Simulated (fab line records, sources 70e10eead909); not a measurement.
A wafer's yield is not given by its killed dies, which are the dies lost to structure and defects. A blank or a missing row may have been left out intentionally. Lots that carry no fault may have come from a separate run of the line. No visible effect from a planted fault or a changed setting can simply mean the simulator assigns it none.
Matching of chambers / flow nand_harc / 4 sister chambers for NHARC_A_STAIRCASE_TRIM_196 on rie_diel-13
The step chemistry O2, time 211.2 s. 8 wafers are shown with their chamber, then 7 later ones without.

EACH WAFER AND ITS CHAMBER
wafer=L328.6; chamber=0; drypump_motor_current_A (A)=5.3; showerhead_plenum_p_Torr (Torr)=3.51
wafer=L334.2; chamber=0; drypump_motor_current_A (A)=5.3; showerhead_plenum_p_Torr (Torr)=3.50
wafer=L334.5; chamber=2; drypump_motor_current_A (A)=4.9; showerhead_plenum_p_Torr (Torr)=3.35
wafer=L337.1; chamber=2; drypump_motor_current_A (A)=4.9; showerhead_plenum_p_Torr (Torr)=3.35
wafer=L337.2; chamber=1; drypump_motor_current_A (A)=6.5; showerhead_plenum_p_Torr (Torr)=3.74
wafer=L337.4; chamber=3; drypump_motor_current_A (A)=6.1; showerhead_plenum_p_Torr (Torr)=3.49
wafer=L338.2; chamber=1; drypump_motor_current_A (A)=6.6; showerhead_plenum_p_Torr (Torr)=3.74
wafer=L338.4; chamber=3; drypump_motor_current_A (A)=6.0; showerhead_plenum_p_Torr (Torr)=3.49

WAFERS WITHOUT THEIR CHAMBER
wafer=L338.6; drypump_motor_current_A (A)=4.9; showerhead_plenum_p_Torr (Torr)=3.34
wafer=L339.2; drypump_motor_current_A (A)=6.5; showerhead_plenum_p_Torr (Torr)=3.74
wafer=L339.3; drypump_motor_current_A (A)=5.3; showerhead_plenum_p_Torr (Torr)=3.49
wafer=L339.5; drypump_motor_current_A (A)=6.0; showerhead_plenum_p_Torr (Torr)=3.48
wafer=L342.2; drypump_motor_current_A (A)=6.5; showerhead_plenum_p_Torr (Torr)=3.73
wafer=L342.3; drypump_motor_current_A (A)=6.1; showerhead_plenum_p_Torr (Torr)=3.48
wafer=L342.5; drypump_motor_current_A (A)=4.9; showerhead_plenum_p_Torr (Torr)=3.34

CHAMBER TAKEN BY EACH
wafer=L338.6; from the rows above=2; in truth=2
wafer=L339.2; from the rows above=1; in truth=1
wafer=L339.3; from the rows above=0; in truth=0
wafer=L339.5; from the rows above=3; in truth=3
wafer=L342.2; from the rows above=1; in truth=1
wafer=L342.3; from the rows above=3; in truth=3
wafer=L342.5; from the rows above=2; in truth=2
7 of 7 placed correctly. From these rows, 0 cannot be placed. Number placed wrongly: 0.
How it was worked out, from the rows above alone: a wafer's distance from a chamber is the root of the sum, over the readings, of the square of ((its reading less the chamber's mean) divided by the reading's scatter). The wafer belongs to the nearest chamber; if the next one is less than 2 further off, it can't be placed. A chamber's mean is the mean of its shown wafers. The scatter: the root of (the sum of the squares of (reading less its chamber's mean) over the shown wafers, divided by (wafers less chambers)).
